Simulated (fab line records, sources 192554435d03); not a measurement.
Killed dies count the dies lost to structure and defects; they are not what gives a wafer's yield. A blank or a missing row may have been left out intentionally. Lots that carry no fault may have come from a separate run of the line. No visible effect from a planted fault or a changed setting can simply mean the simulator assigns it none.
fab line records    flow n5Finfet    part 1 of 2: steps 1 to 15 of 26
record: lots: 5  wafers: 15  lastDay: 17
route steps=1938 shown BEOL_M2@880
lots that met no fault: taken from a fault-free run of the same line
startH: the number of hours between the record's first day and the start of the first shown wafer of the lot    waitH: how many hours have passed since the lot's step before this one    " the same as in the row above    L1.1+2: several wafers, shown together as one row    - no value, or no start was given    * or withheld: withheld    < > ~ a bound
route shown NAME@n: NAME is a module with steps in the file, n the number in the route of the first one    usual: mean and standard deviation over wafers with no fault    same: alike in all rows    chamber/n: place in a boat    sites: the reading at each site    _std_site: the standard deviation of these    _edge_site: outer sites' mean less inner sites'    radiusMm: for every site, how far away it sits from the centre of the wafer    mask NAME#n: copy n    behind: the most recent tool/chamber to have shaped the wafer    hold: reason for holding the lot/hours on hold/outcome of the hold    device: whichever transistor did not switch (one of n, p or np)    end of line: at the end of the route, the tests of the same wafers    where a step has no rows: the recipe by itself    killed: at the first sort, the dies lost to defects and structure; wafer yield is something else    map: per-die view of a wafer (x killed, . not killed, _ where there is no die)
set.NAME: the setting the step ran with; set.NAME@STEP: the setting that earlier step ran with    model.NAME: the simulator's own value behind a step, which no gauge read
a table for each step, a row for each wafer; lots at some steps of the route
services: the hour from which a tool's chamber was out of use, counted from the record's first day as startH (under 0 if before that day), plus the number of hours and why
== steps ==
step: N5_BEOL_M2_ETCH_77
recipe: chemistry: N2/H2  target: underlayer  targetDepthA: 65  maskMaterial: CAR-EUV  timeS: 5.2  ionEnergyEv: 200  pressureMtorr: 30  sourceW: 840  biasW: 150  n2FlowSccm: 200  h2FlowSccm: 200  ends: cleared
usual: drypumpMotorCurrentA: 5.7/0.48  etchRfOnTimeS: 5.30/0.16  oesProductAu: 0.64/0.07  rfVppV: 523.9/2.5  showerheadPlenumPTorr: 2.55/0.073  throttleValvePct: 17.97/0.29
lot.wafer  tool        chamber  startH  waitH  drypumpMotorCurrentA  etchRfOnTimeS  oesProductAu  rfHoursCounterH  rfVppV  showerheadPlenumPTorr  throttleValvePct
L074.1     rieDiel-05  2        134.14  0.0    5.9                   5.10           0.63          188              522.0   2.50                   17.60
L074.2     "           0        "       "      6.4                   5.50           0.64          146              522.3   2.46                   17.93
L074.5     "           0        "       "      6.4                   5.51           0.64          -                521.9   2.46                   17.94
L079.2     rieDiel-05  3        177.57  0.0    5.6                   5.46           0.57          228              525.3   2.62                   17.81
L079.3     "           0        "       "      6.3                   5.63           0.62          164              520.3   2.45                   17.96
L079.5     "           0        "       "      6.4                   5.63           0.62          -                517.7   2.45                   17.95
L084.2     rieDiel-02  0        211.57  0.0    5.3                   5.17           0.61          204              524.1   2.53                   18.42
L084.3     "           3        "       "      5.9                   5.15           0.76          42               522.7   2.50                   18.00
L084.5     "           0        "       "      5.3                   5.14           0.62          -                523.7   2.53                   18.40
L085.4     rieDiel-01  2        213.50  0.0    5.7                   5.26           0.63          -                527.0   2.64                   18.30
L085.5     "           2        "       "      5.7                   5.18           0.64          -                526.6   2.64                   18.30
L085.6     "           1        "       "      6.6                   5.14           0.78          -                526.5   2.63                   17.43
L094.1     rieDiel-01  3        270.03  0.0    5.8                   5.23           0.62          206              524.1   2.52                   17.98
L094.2     "           2        "       "      5.7                   5.21           0.62          214              523.5   2.63                   18.36
L094.5     "           0        "       "      6.3                   5.09           0.80          -                529.8   2.71                   17.94
step: N5_BEOL_M2_ETCH_69
recipe: chemistry: CF4  target: SiARC  targetDepthA: 156  maskMaterial: CAR-EUV  timeS: 26  ionEnergyEv: 80  pressureMtorr: 40  sourceW: 545  biasW: 36  Ar_flow_sccm: 100  cf4FlowSccm: 100  ends: cleared
usual: drypumpMotorCurrentA: 5.7/0.48  etchRfOnTimeS: 26.5/0.87  oesProductAu: 0.64/0.073  rfVppV: 184.0/1  showerheadPlenumPTorr: 2.14/0.06  throttleValvePct: 15.73/0.23
lot.wafer  tool        chamber  startH  waitH  drypumpMotorCurrentA  etchRfOnTimeS  oesProductAu  rfHoursCounterH  rfVppV  showerheadPlenumPTorr  throttleValvePct
L074.1     rieDiel-05  2        134.16  0.0    5.9                   25.6           0.62          188              182.6   2.12                   15.66
L074.2     "           0        "       "      6.3                   27.6           0.64          146              183.7   2.09                   15.78
L074.5     "           0        "       "      6.3                   27.2           0.64          -                183.5   2.09                   15.79
L079.2     rieDiel-05  3        177.59  0.0    5.6                   27.0           0.58          228              183.6   2.21                   15.68
L079.3     "           0        "       "      6.4                   27.8           0.63          164              181.0   2.09                   15.85
L079.5     "           0        "       "      6.4                   27.8           0.63          -                183.8   2.08                   15.83
L084.2     rieDiel-02  0        211.58  0.0    5.3                   25.4           0.62          204              185.2   2.13                   16.00
L084.3     "           3        "       "      5.9                   25.4           0.77          42               183.3   2.10                   15.62
L084.5     "           0        "       "      5.3                   25.7           0.61          -                185.8   2.13                   16.01
L085.4     rieDiel-01  2        213.54  0.0    5.7                   26.1           0.64          -                184.8   2.21                   16.00
L085.5     "           2        "       "      5.7                   25.9           0.64          -                183.9   2.21                   15.99
L085.6     "           1        "       "      6.5                   25.0           0.79          -                183.8   2.18                   14.99
L094.1     rieDiel-01  3        270.04  0.0    5.8                   26.1           0.62          206              185.3   2.11                   15.67
L094.2     "           2        "       "      5.7                   26.3           0.63          214              183.9   2.20                   16.05
L094.5     "           0        "       "      6.3                   24.8           0.82          -                184.8   2.28                   15.67
step: N5_BEOL_M2_ALD_98
recipe: material: SiO2  targetThkA: 25  tempC: 100  aldPrecursorFamily: BDEAS  aldCoReactant: O2-plasma  pulseTimeS: 1  coReactantPulseTimeS: 1  purgeTimeS: 2  coReactantPurgeTimeS: 2  aldCycles: 17  pressureTorr: 2
usual: heaterPowerW: 78/12  precursorPulseHeightRel: 1.003/0.02
same: purgeTimeS: 2
lot.wafer  tool       chamber  startH  waitH  heaterPowerW  precursorPulseHeightRel
L074.1     aldSin-03  1        134.68  0.5    61            0.983
L074.2     "          0        "       "      101           1.013
L074.5     "          0        "       "      102           1.012
L079.2     aldSin-03  0        177.67  0.1    103           1.011
L079.3     "          3        "       "      84            1.011
L079.5     "          2        "       "      80            1.045
L084.2     aldSin-03  2        211.68  0.1    80            0.988
L084.3     "          1        "       "      63            1.007
L084.5     "          1        "       "      61            0.984
L085.4     aldSin-03  2        214.35  0.8    81            0.999
L085.5     "          3        "       "      81            1.011
L085.6     "          2        "       "      78            0.992
L094.1     aldSin-03  1        271.26  1.2    62            1.026
L094.2     "          3        "       "      86            1.021
L094.5     "          1        "       "      63            1.016
step: N5_BEOL_M2_ETCHBACK_99
recipe: chemistry: CHF3  target: SiO2  targetDepthA: 50  timeS: 10.4  sourceW: 215  biasW: 47  Ar_flow_sccm: 200  CHF3_flow_sccm: 12  ionEnergyEv: 100  pressureMtorr: 30
usual: drypumpMotorCurrentA: 5.8/0.42  oesProductAu: 0.76/0.086  rfVppV: 241/7.8  showerheadPlenumPTorr: 2.16/0.072  throttleValvePct: 17.19/0.28
same: timeS: 10.4
lot.wafer  tool        chamber  startH  waitH  drypumpMotorCurrentA  oesProductAu  rfHoursCounterH  rfVppV  showerheadPlenumPTorr  throttleValvePct
L074.1     rieDiel-01  3        136.17  1.4    5.7                   0.77          155              239     2.14                   17.05
L074.2     "           2        "       "      5.7                   0.77          158              250     2.23                   17.37
L074.5     "           3        "       "      5.8                   0.78          -                238     2.14                   17.05
L079.2     rieDiel-02  2        180.29  2.6    5.7                   0.78          98               250     2.19                   17.17
L079.3     "           0        "       "      5.3                   0.74          192              227     2.14                   17.39
L079.5     "           3        "       "      5.9                   0.89          -                236     2.10                   16.99
L084.2     rieDiel-01  2        215.02  3.3    5.7                   0.73          192              248     2.21                   17.43
L084.3     "           1        "       "      6.5                   0.92          -                239     2.20                   16.50
L084.5     "           1        "       "      6.5                   0.91          -                242     2.20                   16.50
L085.4     rieDiel-05  3        218.15  3.8    5.6                   0.66          243              244     2.21                   17.14
L085.5     "           3        "       "      5.6                   0.67          -                247     2.21                   17.12
L085.6     "           0        "       "      6.4                   0.73          -                232     2.08                   17.26
L094.1     rieDiel-02  0        276.25  4.9    5.3                   0.70          231              228     2.12                   17.45
L094.2     "           1        "       "      5.8                   0.71          182              247     2.04                   17.04
L094.5     "           2        "       "      5.7                   0.76          -                248     2.17                   17.23
step: N5_BEOL_M2_ETCH_70
recipe: chemistry: N2/H2  target: SOC  targetDepthA: 800  overetchA: 240  maskMaterial: SiARC  tempC: 40  timeS: 130  ionEnergyEv: 200  pressureMtorr: 30  sourceW: 840  biasW: 150  n2FlowSccm: 200  h2FlowSccm: 200
usual: drypumpMotorCurrentA: 5.8/0.43  oesProductAu: 0.56/0.058  rfVppV: 524.1/2.3  showerheadPlenumPTorr: 2.56/0.08  tempC: 39.99/0.11  throttleValvePct: 17.98/0.28
same: timeS: 130
lot.wafer  tool        chamber  startH  waitH  drypumpMotorCurrentA  oesProductAu  rfHoursCounterH  rfVppV  showerheadPlenumPTorr  tempC  throttleValvePct
L074.1     rieDiel-01  3        136.21  0.0    5.7                   0.56          155              523.4   2.54                   40.03  17.85
L074.2     "           2        "       "      5.7                   0.57          158              527.8   2.65                   39.95  18.20
L074.5     "           3        "       "      5.8                   0.57          -                523.5   2.54                   39.96  17.85
L079.2     rieDiel-02  2        180.33  0.0    5.7                   0.60          98               526.0   2.58                   40.05  17.89
L079.3     "           0        "       "      5.3                   0.54          192              523.4   2.54                   40.01  18.35
L079.5     "           3        "       "      5.9                   0.66          -                523.2   2.50                   40.01  17.93
L084.2     rieDiel-01  2        215.07  0.0    5.7                   0.54          193              525.7   2.64                   39.98  18.27
L084.3     "           1        "       "      6.6                   0.67          -                526.2   2.63                   40.00  17.37
L084.5     "           1        "       "      6.6                   0.67          -                525.4   2.63                   40.07  17.36
L085.4     rieDiel-05  3        218.18  0.0    5.7                   0.50          243              525.8   2.61                   40.13  17.80
L085.5     "           3        "       "      5.7                   0.50          -                525.4   2.61                   40.04  17.78
L085.6     "           0        "       "      6.4                   0.56          -                520.1   2.45                   39.96  17.93
L094.1     rieDiel-02  0        276.29  0.0    5.3                   0.51          231              523.7   2.52                   39.88  18.41
L094.2     "           1        "       "      5.9                   0.53          182              520.3   2.46                   39.93  18.13
L094.5     "           2        "       "      5.7                   0.57          -                523.2   2.57                   40.05  17.96
step: N5_BEOL_M2_STRIP_71
recipe: chemistry: N2/H2  tempC: 40  n2FlowSccm: 200  h2FlowSccm: 200  rfFrequencyHz: 6e+07
lot.wafer   tool        chamber  startH  waitH
L074.1+2+5  rieDiel-01  3,2,3    136.30  0.0
L079.2+3+5  rieDiel-02  2,0,3    180.41  0.0
L084.2+3+5  rieDiel-01  2,1,1    215.20  0.1
L085.4+5+6  rieDiel-05  3,3,0    218.27  0.0
L094.1+2+5  rieDiel-02  0,1,2    276.37  0.0
step: N5_BEOL_M2_STRIP_78
recipe: chemistry: N2/H2  tempC: 40  n2FlowSccm: 200  h2FlowSccm: 200  rfFrequencyHz: 6e+07
lot.wafer   tool        chamber  startH  waitH
L074.1+2+5  rieDiel-01  3,2,3    136.31  0.0
L079.2+3+5  rieDiel-02  2,0,3    180.42  0.0
L084.2+3+5  rieDiel-01  2,1,1    215.22  0.0
L085.4+5+6  rieDiel-05  3,3,0    218.28  0.0
L094.1+2+5  rieDiel-02  0,1,2    276.38  0.0
step: N5_BEOL_M2_VIA_ETCH_34
recipe: chemistry: C4F6/O2  targetDepthA: 694  maskMaterial: SOC  pressureMtorr: 15  ionEnergyEv: 250  taperDeg: 4  timeS: 65.9  sourceW: 350  biasW: 170  Ar_flow_sccm: 300  C4F6_flow_sccm: 10  O2_flow_sccm: 10
usual: drypumpMotorCurrentA: 5.8/0.43  oesProductAu: 0.76/0.086  rfVppV: 666/21  showerheadPlenumPTorr: 2.85/0.091  throttleValvePct: 30.9/0.39
same: timeS: 65.9
lot.wafer  tool        chamber  startH  waitH  drypumpMotorCurrentA  oesProductAu  rfHoursCounterH  rfVppV  showerheadPlenumPTorr  throttleValvePct
L074.1     rieDiel-01  3        136.32  0.0    5.7                   0.77          155              661     2.83                   30.8
L074.2     "           2        "       "      5.7                   0.77          158              683     2.93                   31.1
L074.5     "           3        "       "      5.7                   0.77          -                661     2.83                   30.8
L079.2     rieDiel-02  2        180.43  0.0    5.7                   0.79          98               689     2.89                   30.9
L079.3     "           0        "       "      5.3                   0.73          192              631     2.82                   31.2
L079.5     "           3        "       "      5.9                   0.90          -                656     2.78                   30.6
L084.2     rieDiel-01  2        215.23  0.0    5.7                   0.75          193              684     2.92                   31.2
L084.3     "           1        "       "      6.5                   0.93          -                665     2.91                   30.1
L084.5     "           1        "       "      6.6                   0.93          -                665     2.91                   30.1
L085.4     rieDiel-05  3        218.29  0.0    5.6                   0.67          243              679     2.92                   30.6
L085.5     "           3        "       "      5.6                   0.67          -                679     2.92                   30.6
L085.6     "           0        "       "      6.4                   0.73          -                644     2.75                   30.9
L094.1     rieDiel-02  0        276.39  0.0    5.3                   0.70          231              630     2.80                   31.3
L094.2     "           1        "       "      5.9                   0.71          182              684     2.70                   30.6
L094.5     "           2        "       "      5.8                   0.76          -                689     2.87                   30.9
step: N5_BEOL_M2_STRIP_83
recipe: chemistry: C4F6/O2  resist: SiARC  rfFrequencyHz: 6e+07
lot.wafer   tool        chamber  startH  waitH
L074.1+2+5  rieDiel-01  3,2,3    136.37  0.0
L079.2+3+5  rieDiel-02  2,0,3    180.48  0.0
L084.2+3+5  rieDiel-01  2,1,1    215.31  0.1
L085.4+5+6  rieDiel-05  3,3,0    218.34  0.0
L094.1+2+5  rieDiel-02  0,1,2    276.45  0.0
step: N5_BEOL_M2_STRIP_36
recipe: chemistry: N2/H2  powerW: 450  tempC: 40  pressureMtorr: 20  rfFrequencyHz: 6e+07  overashFraction: 0.3  biasPowerW: 7  h2Frac: 0.5  n2FlowSccm: 200  h2FlowSccm: 200
usual: drypumpMotorCurrentA: 5.8/0.43  oesProductAu: 0.76/0.081  powerW: 450.2/1.4  rfVppV: 59.4/1.6  showerheadPlenumPTorr: 2.56/0.08  tempC: 40.01/0.12  throttleValvePct: 23.8/0.41
lot.wafer  tool        chamber  startH  waitH  drypumpMotorCurrentA  oesProductAu  powerW  rfHoursCounterH  rfVppV  showerheadPlenumPTorr  tempC  throttleValvePct
L074.1     rieDiel-01  3        136.38  0.0    5.8                   0.77          448.2   155              60.3    2.54                   39.91  23.8
L074.2     "           2        "       "      5.7                   0.77          450.4   158              61.7    2.65                   40.08  24.2
L074.5     "           3        "       "      5.8                   0.76          448.4   -                59.5    2.54                   39.96  23.7
L079.2     rieDiel-02  2        180.49  0.0    5.8                   0.80          450.8   98               59.0    2.58                   40.02  23.7
L079.3     "           0        "       "      5.3                   0.76          451.3   192              60.2    2.53                   39.96  24.4
L079.5     "           3        "       "      5.9                   0.89          451.6   -                57.6    2.50                   40.02  23.8
L084.2     rieDiel-01  2        215.32  0.0    5.7                   0.74          450.7   193              59.7    2.63                   40.12  24.2
L084.3     "           1        "       "      6.5                   0.90          448.1   -                60.3    2.63                   39.70  23.2
L084.5     "           1        "       "      6.6                   0.92          449.2   -                60.3    2.63                   39.76  23.2
L085.4     rieDiel-05  3        218.35  0.0    5.7                   0.68          451.5   243              59.0    2.61                   39.94  23.5
L085.5     "           3        "       "      5.6                   0.68          451.0   -                59.9    2.61                   39.78  23.5
L085.6     "           0        "       "      6.4                   0.75          452.1   -                58.5    2.44                   40.24  23.7
L094.1     rieDiel-02  0        276.46  0.0    5.3                   0.72          449.4   231              60.1    2.52                   39.92  24.5
L094.2     "           1        "       "      5.8                   0.72          448.5   182              61.3    2.45                   40.29  24.1
L094.5     "           2        "       "      5.7                   0.77          449.5   -                61.3    2.56                   40.05  23.7
step: N5_BEOL_M2_TRENCH_ETCH_37
recipe: chemistry: C4F6/O2  targetDepthA: 555.55  target: SiOC  timeS: 29.2  ionEnergyEv: 250  pressureMtorr: 30  sourceW: 355  biasW: 185  Ar_flow_sccm: 300  C4F6_flow_sccm: 10  O2_flow_sccm: 10
usual: drypumpMotorCurrentA: 5.8/0.43  oesProductAu: 0.76/0.085  rfVppV: 666/21  showerheadPlenumPTorr: 2.86/0.091  throttleValvePct: 20.97/0.28
same: timeS: 29.2
lot.wafer  tool        chamber  startH  waitH  drypumpMotorCurrentA  oesProductAu  rfHoursCounterH  rfVppV  showerheadPlenumPTorr  throttleValvePct
L074.1     rieDiel-01  3        -       -      5.8                   0.77          155              660     2.83                   20.81
L074.2     "           2        "       "      5.7                   0.77          158              686     2.94                   21.14
L074.5     "           3        "       "      5.8                   0.77          -                661     2.83                   20.80
L079.2     rieDiel-02  2        -       -      5.8                   0.79          98               690     2.89                   21.02
L079.3     "           0        "       "      5.3                   0.73          192              631     2.83                   21.19
L079.5     "           3        "       "      5.9                   0.90          -                656     2.78                   20.83
L084.2     rieDiel-01  2        -       -      5.7                   0.74          193              685     2.92                   21.20
L084.3     "           1        "       "      6.5                   0.93          -                666     2.91                   20.30
L084.5     "           1        "       "      6.5                   0.93          -                666     2.91                   20.28
L085.4     rieDiel-05  3        -       -      5.6                   0.67          243              679     2.92                   20.82
L085.5     "           3        "       "      5.6                   0.67          -                679     2.92                   20.86
L085.6     "           0        "       "      6.4                   0.73          -                645     2.75                   21.03
L094.1     rieDiel-02  0        -       -      5.3                   0.70          232              631     2.81                   21.25
L094.2     "           1        "       "      5.8                   0.71          182              685     2.70                   20.79
L094.5     "           2        "       "      5.8                   0.77          -                688     2.88                   21.04
step: N5_BEOL_M2_ETCH_41
recipe: chemistry: CH3F/O2  target: SiCN  targetDepthA: 299  taperDeg: 2  timeS: 52.5  ionEnergyEv: 120  maskMaterial: TiN  pressureMtorr: 30  sourceW: 395  biasW: 75  Ar_flow_sccm: 150  CH3F_flow_sccm: 30  O2_flow_sccm: 20
usual: drypumpMotorCurrentA: 5.8/0.43  oesProductAu: 0.76/0.085  rfVppV: 297.4/1.5  showerheadPlenumPTorr: 2.01/0.066  throttleValvePct: 16.44/0.27
same: timeS: 52.5
lot.wafer  tool        chamber  startH  waitH  drypumpMotorCurrentA  oesProductAu  rfHoursCounterH  rfVppV  showerheadPlenumPTorr  throttleValvePct
L074.1     rieDiel-01  3        -       -      5.7                   0.77          155              296.6   1.99                   16.29
L074.2     "           2        "       "      5.7                   0.77          158              296.6   2.07                   16.62
L074.5     "           3        "       "      5.8                   0.78          -                296.9   1.99                   16.30
L079.2     rieDiel-02  2        -       -      5.8                   0.79          98               296.4   2.03                   16.43
L079.3     "           0        "       "      5.3                   0.73          192              296.7   1.98                   16.62
L079.5     "           3        "       "      5.9                   0.90          -                294.8   1.95                   16.24
L084.2     rieDiel-01  2        -       -      5.7                   0.74          193              297.3   2.06                   16.69
L084.3     "           1        "       "      6.6                   0.93          -                298.3   2.05                   15.76
L084.5     "           1        "       "      6.5                   0.92          -                298.3   2.05                   15.77
L085.4     rieDiel-05  3        -       -      5.6                   0.68          243              299.8   2.05                   16.36
L085.5     "           3        "       "      5.6                   0.67          -                298.3   2.05                   16.37
L085.6     "           0        "       "      6.4                   0.73          -                296.2   1.93                   16.49
L094.1     rieDiel-02  0        -       -      5.3                   0.69          232              295.5   1.97                   16.70
L094.2     "           1        "       "      5.9                   0.70          182              295.0   1.90                   16.34
L094.5     "           2        "       "      5.7                   0.76          -                298.9   2.02                   16.48
step: N5_BEOL_M2_STRIP_97
recipe: chemistry: N2/H2  timeS: 10  powerW: 450  tempC: 40  pressureMtorr: 20  rfFrequencyHz: 6e+07  biasPowerW: 7  n2FlowSccm: 200  h2FlowSccm: 200
usual: drypumpMotorCurrentA: 5.8/0.43  oesProductAu: 0.76/0.082  rfVppV: 59.3/0.89  showerheadPlenumPTorr: 2.56/0.08  tempC: 40.00/0.11  throttleValvePct: 23.8/0.41
same: timeS: 10
lot.wafer  tool        chamber  startH  waitH  drypumpMotorCurrentA  oesProductAu  rfHoursCounterH  rfVppV  showerheadPlenumPTorr  tempC  throttleValvePct
L074.1     rieDiel-01  3        -       -      5.8                   0.78          155              58.0    2.54                   40.10  23.8
L074.2     "           2        "       "      5.7                   0.78          158              59.5    2.65                   39.92  24.1
L074.5     "           3        "       "      5.7                   0.77          -                60.4    2.54                   40.04  23.8
L079.2     rieDiel-02  2        -       -      5.7                   0.80          98               60.2    2.58                   40.28  23.7
L079.3     "           0        "       "      5.3                   0.75          192              59.6    2.53                   40.04  24.4
L079.5     "           3        "       "      5.9                   0.91          -                59.1    2.50                   39.90  23.8
L084.2     rieDiel-01  2        -       -      5.7                   0.74          193              57.9    2.63                   40.07  24.2
L084.3     "           1        "       "      6.6                   0.92          -                58.8    2.63                   40.13  23.2
L084.5     "           1        "       "      6.6                   0.92          -                60.7    2.63                   40.07  23.2
L085.4     rieDiel-05  3        -       -      5.7                   0.68          243              59.2    2.61                   39.91  23.5
L085.5     "           3        "       "      5.6                   0.68          -                60.2    2.61                   39.95  23.5
L085.6     "           0        "       "      6.4                   0.75          -                58.1    2.44                   39.83  23.7
L094.1     rieDiel-02  0        -       -      5.3                   0.71          232              59.0    2.52                   39.85  24.5
L094.2     "           1        "       "      5.9                   0.71          182              58.2    2.45                   39.91  24.1
L094.5     "           2        "       "      5.8                   0.76          -                59.6    2.56                   39.93  23.7
step: N5_BEOL_M2_OCD_MEAS_38
usual: trenchDepthNm: 55.1/1.2
lot.wafer  tool    chamber  startH  waitH  trenchDepthNm
L074.1     ocd-01  -        136.57  -      55.3
L074.2     "       -        "       "      55.2
L074.5     "       -        "       "      54.7
L079.2     ocd-02  -        180.69  -      54.6
L079.3     "       -        "       "      55.7
L079.5     "       -        "       "      55.4
L084.2     ocd-02  -        215.60  -      54.8
L084.3     "       -        "       "      55.9
L084.5     "       -        "       "      56.3
L085.4     ocd-02  -        218.55  -      53.7
L085.5     "       -        "       "      53.3
L085.6     "       -        "       "      53.3
L094.1     ocd-02  -        276.65  -      55.4
L094.2     "       -        "       "      54.6
L094.5     "       -        "       "      53.9
step: N5_BEOL_M2_HM_STRIP_39
recipe: chemistry: peroxideTinStrip  material: TiN  targetDepthA: 250  tempC: 50  timeS: 158
usual: tempC: 49.98/0.11
same: timeS: 158
lot.wafer  tool         chamber  startH  waitH  tempC
L074.1     wetBench-04  3        136.60  0.0    50.02
L074.2     "            0        "       "      50.07
L074.5     "            5        "       "      49.93
L079.2     wetBench-04  2        180.72  0.0    50.10
L079.3     "            1        "       "      50.10
L079.5     "            7        "       "      50.01
L084.2     wetBench-03  5        215.63  0.0    49.94
L084.3     "            6        "       "      50.00
L084.5     "            4        "       "      49.92
L085.4     wetBench-04  2        218.58  0.0    49.97
L085.5     "            0        "       "      49.88
L085.6     "            3        "       "      49.80
L094.1     wetBench-02  2        276.68  0.0    49.88
L094.2     "            5        "       "      50.12
L094.5     "            4        "       "      49.86
